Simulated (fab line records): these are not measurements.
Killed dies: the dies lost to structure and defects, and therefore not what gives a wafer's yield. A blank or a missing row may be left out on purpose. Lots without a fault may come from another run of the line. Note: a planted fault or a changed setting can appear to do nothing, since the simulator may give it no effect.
Which tool was responsible? / flow n5-finfet / 24 lots, 72 wafers sampled, at 2 steps of a route of 1938

WHAT THE GAUGES READ, wafer by wafer
N5_BEOL_M0_OCD_MEAS_108. Usual: trench-depth-nm reads 32.8 nm (standard deviation 0.61).
lot=L074; measured=day 5 17:42; on=ocd-01; trench-depth-nm (nm)=33.0 32.6 33.9; flag=
lot=L075; measured=day 6 09:21; on=ocd-01; trench-depth-nm (nm)=32.6 32.3 33.3; flag=
lot=L077; measured=day 6 11:26; on=ocd-02; trench-depth-nm (nm)=33.0 32.2 32.5; flag=
lot=L076; measured=day 6 11:28; on=ocd-02; trench-depth-nm (nm)=34.4 34.4 32.0; flag=
lot=L078; measured=day 7 04:26; on=ocd-01; trench-depth-nm (nm)=32.1 32.4 32.5; flag=
lot=L079; measured=day 7 04:50; on=ocd-01; trench-depth-nm (nm)=32.7 32.6 32.8; flag=
lot=L080; measured=day 7 07:40; on=ocd-01; trench-depth-nm (nm)=33.0 32.9 33.7; flag=
lot=L081; measured=day 7 10:19; on=ocd-02; trench-depth-nm (nm)=33.3 32.5 32.9; flag=
lot=L082; measured=day 7 17:55; on=ocd-01; trench-depth-nm (nm)=33.3 32.4 33.5; flag=
lot=L083; measured=day 8 00:03; on=ocd-02; trench-depth-nm (nm)=33.1 33.6 33.4; flag=
lot=L084; measured=day 8 06:22; on=ocd-01; trench-depth-nm (nm)=32.0 32.6 32.7; flag=
lot=L085; measured=day 8 16:32; on=ocd-01; trench-depth-nm (nm)=32.4 33.4 33.1; flag=
lot=L086; measured=day 8 20:01; on=ocd-02; trench-depth-nm (nm)=33.3 31.9 31.5; flag=
lot=L087; measured=day 9 07:15; on=ocd-02; trench-depth-nm (nm)=32.7 32.6 33.5; flag=
lot=L088; measured=day 9 18:50; on=ocd-02; trench-depth-nm (nm)=32.1 32.0 32.5; flag=
lot=L089; measured=day 9 19:09; on=ocd-01; trench-depth-nm (nm)=32.2 32.6 32.5; flag=
lot=L090; measured=day 10 02:16; on=ocd-02; trench-depth-nm (nm)=33.0 32.2 33.0; flag=
lot=L091; measured=day 10 04:16; on=ocd-02; trench-depth-nm (nm)=33.9 33.8 34.8; flag=
lot=L092; measured=day 10 10:15; on=ocd-01; trench-depth-nm (nm)=33.1 32.2 31.9; flag=
lot=L093; measured=day 10 17:33; on=ocd-01; trench-depth-nm (nm)=33.3 32.0 31.9; flag=
lot=L094; measured=day 10 22:43; on=ocd-01; trench-depth-nm (nm)=33.0 32.6 33.3; flag=
lot=L095; measured=day 11 07:08; on=ocd-02; trench-depth-nm (nm)=32.1 32.1 32.3; flag=
lot=L096; measured=day 11 11:20; on=ocd-02; trench-depth-nm (nm)=32.7 32.5 32.4; flag=
lot=L097; measured=day 11 18:30; on=ocd-02; trench-depth-nm (nm)=33.4 33.4 34.1; flag=

N5_BEOL_M1_THK_MEAS_01. Usual: for M1_ILD_THK the level is 78.8 nm and the standard deviation is 1.
lot=L074; measured=day 5 21:06; on=film-metro-02; M1_ILD_THK (nm)=76.5 78.2 77.5; flag=
lot=L075; measured=day 6 12:40; on=film-metro-01; M1_ILD_THK (nm)=79.2 80.4 79.1; flag=
lot=L077; measured=day 6 15:25; on=film-metro-02; M1_ILD_THK (nm)=76.9 77.2 77.9; flag=
lot=L076; measured=day 6 15:29; on=film-metro-02; M1_ILD_THK (nm)=79.7 80.2 81.1; flag=
lot=L078; measured=day 7 08:34; on=film-metro-02; M1_ILD_THK (nm)=77.8 78.7 78.7; flag=
lot=L079; measured=day 7 09:08; on=film-metro-02; M1_ILD_THK (nm)=78.9 79.8 79.5; flag=
lot=L080; measured=day 7 10:47; on=film-metro-02; M1_ILD_THK (nm)=79.4 78.0 79.4; flag=
lot=L081; measured=day 7 14:51; on=film-metro-01; M1_ILD_THK (nm)=76.7 78.6 78.8; flag=
lot=L082; measured=day 7 20:44; on=film-metro-01; M1_ILD_THK (nm)=79.0 80.3 80.0; flag=
lot=L083; measured=day 8 04:16; on=film-metro-02; M1_ILD_THK (nm)=80.5 78.8 79.8; flag=
lot=L084; measured=day 8 10:33; on=film-metro-02; M1_ILD_THK (nm)=79.4 79.5 79.8; flag=
lot=L085; measured=day 8 21:20; on=film-metro-01; M1_ILD_THK (nm)=77.9 80.3 78.7; flag=
lot=L086; measured=day 8 23:11; on=film-metro-01; M1_ILD_THK (nm)=77.1 76.8 78.5; flag=
lot=L087; measured=day 9 12:08; on=film-metro-02; M1_ILD_THK (nm)=78.1 79.5 78.6; flag=
lot=L088; measured=day 9 21:44; on=film-metro-02; M1_ILD_THK (nm)=78.0 79.2 78.3; flag=
lot=L089; measured=day 9 22:20; on=film-metro-01; M1_ILD_THK (nm)=78.8 78.3 79.6; flag=
lot=L090; measured=day 10 05:37; on=film-metro-02; M1_ILD_THK (nm)=78.8 77.8 78.8; flag=
lot=L091; measured=day 10 07:33; on=film-metro-01; M1_ILD_THK (nm)=79.5 79.6 78.7; flag=
lot=L092; measured=day 10 14:59; on=film-metro-02; M1_ILD_THK (nm)=78.1 79.3 79.4; flag=
lot=L093; measured=day 10 21:58; on=film-metro-01; M1_ILD_THK (nm)=79.7 81.0 81.3; flag=
lot=L094; measured=day 11 01:35; on=film-metro-02; M1_ILD_THK (nm)=78.1 77.0 80.2; flag=
lot=L095; measured=day 11 10:41; on=film-metro-01; M1_ILD_THK (nm)=77.6 78.0 78.8; flag=
lot=L096; measured=day 11 14:23; on=film-metro-02; M1_ILD_THK (nm)=77.3 78.4 79.7; flag=
lot=L097; measured=day 11 21:41; on=film-metro-01; M1_ILD_THK (nm)=79.3 80.1 79.2; flag=

WHICH TOOL RAN EACH LOT (tool, then ch and the chambers of the sampled wafers, then the start)
The record shows no process step preceding these readings.

AS READ BY THE TOOLS THEMSELVES (means over the sampled wafers that have a number; for cases with no such wafer, the mark the record gives instead)
The record holds no such reading with a usual standard deviation.

THE ANSWER, worked out from the rows above alone
Rule: a lot is off if the mean of its wafers that have a number lies more than 3 standard deviations from the usual mean. A lot without any number at a reading at which 4 lots or more have one is off too. Where the step has rows for the other lots, those lots are counted as sound. After the gauges, taken in route order, come the tools' own readings; for these a lot's mean is taken, as printed above. The first step at which some lot is off is used, and at that step the reading that is off furthest; a lot without a number counts as furthest.
Nothing can be told from this: no lot is off at any reading shown.

WHAT THE SIMULATOR HAD INSERTED
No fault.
